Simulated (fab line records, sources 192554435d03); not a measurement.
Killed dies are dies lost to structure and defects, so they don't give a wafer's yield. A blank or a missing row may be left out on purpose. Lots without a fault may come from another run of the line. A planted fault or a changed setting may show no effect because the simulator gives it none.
A struck lot beside a sound one | flow n5_finfet | 36 steps out of a route of 1938
Sound: wafers L602.4, L602.5, L602.6. Struck: wafers L593.1, L593.5, L593.6. The cause comes at the end.
At each step with rows: each side's tool, then ch and its chambers, then its first start. Under that, the readings that differ: sound wafers | struck wafers | difference of the means | sigmas: that difference in standard deviations of wafers without a fault.
alike: readings whose means differ by less than 2 such deviations, and words and numbers that are the same on both sides. not compared: withheld readings, readings that some wafer has no value for, bounds like >300 that may hide the same value, and numbers for which the record gives no deviation and whose values overlap.
The two part at a step that has a row with sigmas, a row that says differs or no value, or rows on one side only. Numbers that don't overlap but have no deviation are shown without sigmas and don't part them. A reading that every wafer of one side lacks parts them only if that side has two wafers or more.

first, 9 steps without rows for these wafers: N5_BEOL_M4_ANNEAL_95 (time 240 s); N5_BEOL_M4_SPUTTER_96 (material Cu, target thk 4.5 nm, time 8.29 s); N5_BEOL_M4_ECD_50 (material Cu, target thk 300 nm); N5_BEOL_M4_ANNEAL_51 (time 90 s); N5_BEOL_M4_CMP_52 (polishes, stops on SiOC, t overpolish 6.8 s, target thk 40 nm); N5_BEOL_M4_PRE_CLEAN_60 (time 15 s); N5_BEOL_M4_CO_CAP_55 (material Co, precursor CCTBA/H2, target thk 2 nm, time 102.1 s); N5_BEOL_M4_PRE_CLEAN_56 (time 15 s); N5_BEOL_M4_DEP_57 (deposits SiCN from 3MS/NH3, target thk 8 nm, time 14 s).
N5_BEOL_M4_RC_MEAS_101:
  sound on prober-02 ch 0, day 15 15:19; struck on prober-01 ch 0, day 12 15:23
  alike: DIBL_N, DIBL_P, IOFF_N, IOFF_P, ION_N, ION_P, SS_N, SS_P, VT_N, VT_P
then, 24 steps without rows for these wafers: N5_BEOL_M5_ILD_DEP_00 (deposits SiCOH lowk from DEMS/porogen, target thk 140.64 nm, time 25.9 s); N5_BEOL_M5_CURE_79 (cures SiCOH lowk, time 240 s); N5_BEOL_M5_PECVD_70 (deposits SiO2 from TEOS/O2, target thk 16 nm, time 18 s); N5_BEOL_M5_HM_DEP_02 (deposits TiN, target thk 20 nm); N5_BEOL_M5_COAT_59 (time 60 s, resist thk 60 nm); N5_BEOL_M5_COAT_60 (time 60 s, resist thk 12 nm); N5_BEOL_M5_COAT_71 (time 60 s, resist thk 5 nm); N5_BEOL_M5_COAT_05 (resist thk 30 nm); N5_BEOL_M5_EBR_07; N5_BEOL_M5_SOFTBAKE_06 (time 60 s); N5_BEOL_M5_EXPOSE_08 (exposes mask M5, target cd 28 nm); N5_BEOL_M5_PEB_09 (peb time 60 s); N5_BEOL_M5_DEVELOP_10 (develop time 30 s); N5_BEOL_M5_DESCUM_16 (chemistry O2, time 7 s); N5_BEOL_M5_ETCH_72 (etches underlayer in N2/H2, target depth 6.5 nm, time 5.2 s); N5_BEOL_M5_ETCH_61 (etches SiARC in CF4, target depth 15.6 nm, time 26 s); N5_BEOL_M5_ETCH_62 (etches SOC in N2/H2, target depth 75 nm, overetch 15 nm, time 112.5 s); N5_BEOL_M5_STRIP_63 (strips in N2/H2); N5_BEOL_M5_STRIP_73 (strips in N2/H2); N5_BEOL_M5_STRIP_64 (strips in CF4); N5_BEOL_M5_HM_OPEN_17 (chemistry Cl2/BCl3, target TiN, target depth 20 nm, overetch 6 nm); N5_BEOL_M5_STRIP_19 (strips in O2); N5_BEOL_M5_COAT_65 (time 60 s, resist thk 60 nm); N5_BEOL_M5_COAT_66 (time 60 s, resist thk 12 nm).
-- the record jumps here: 4 days lie between the struck wafers' starts before and after (it left off in module BEOL_M5 and takes up again in module PASSIVATION, whose first step shown is number 1936 of the route) --
N5_PASSIVATION_PECVD_01: deposits SiNx from SiH4/NH3/N2, target thk 200 nm, time 43.2 s.
  sound on pecvd-04 ch 0,1,2, day 19 20:18; struck on pecvd-02 ch 1,2, day 16 14:04
  reading            | sound       | struck      | difference | sigmas
  heater_power_w (W) | 210 278 434 | 559 416 580 | +211       | +2
  alike: showerhead_plenum_p_Torr, throttle_valve_pct
N5_PASSIVATION_PROBE_49:
  the record has rows for the struck wafers here (prober-02, day 16 21:32) and none for the sound ones

WHERE THEY PART
First at N5_PASSIVATION_PECVD_01; last, within this record, at N5_PASSIVATION_PROBE_49.

WHY: what the simulator had put in
Site profile drift: pecvd-02, from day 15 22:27 on, at N5_PASSIVATION_PECVD_01. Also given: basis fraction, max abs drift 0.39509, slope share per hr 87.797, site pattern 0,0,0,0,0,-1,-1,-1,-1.
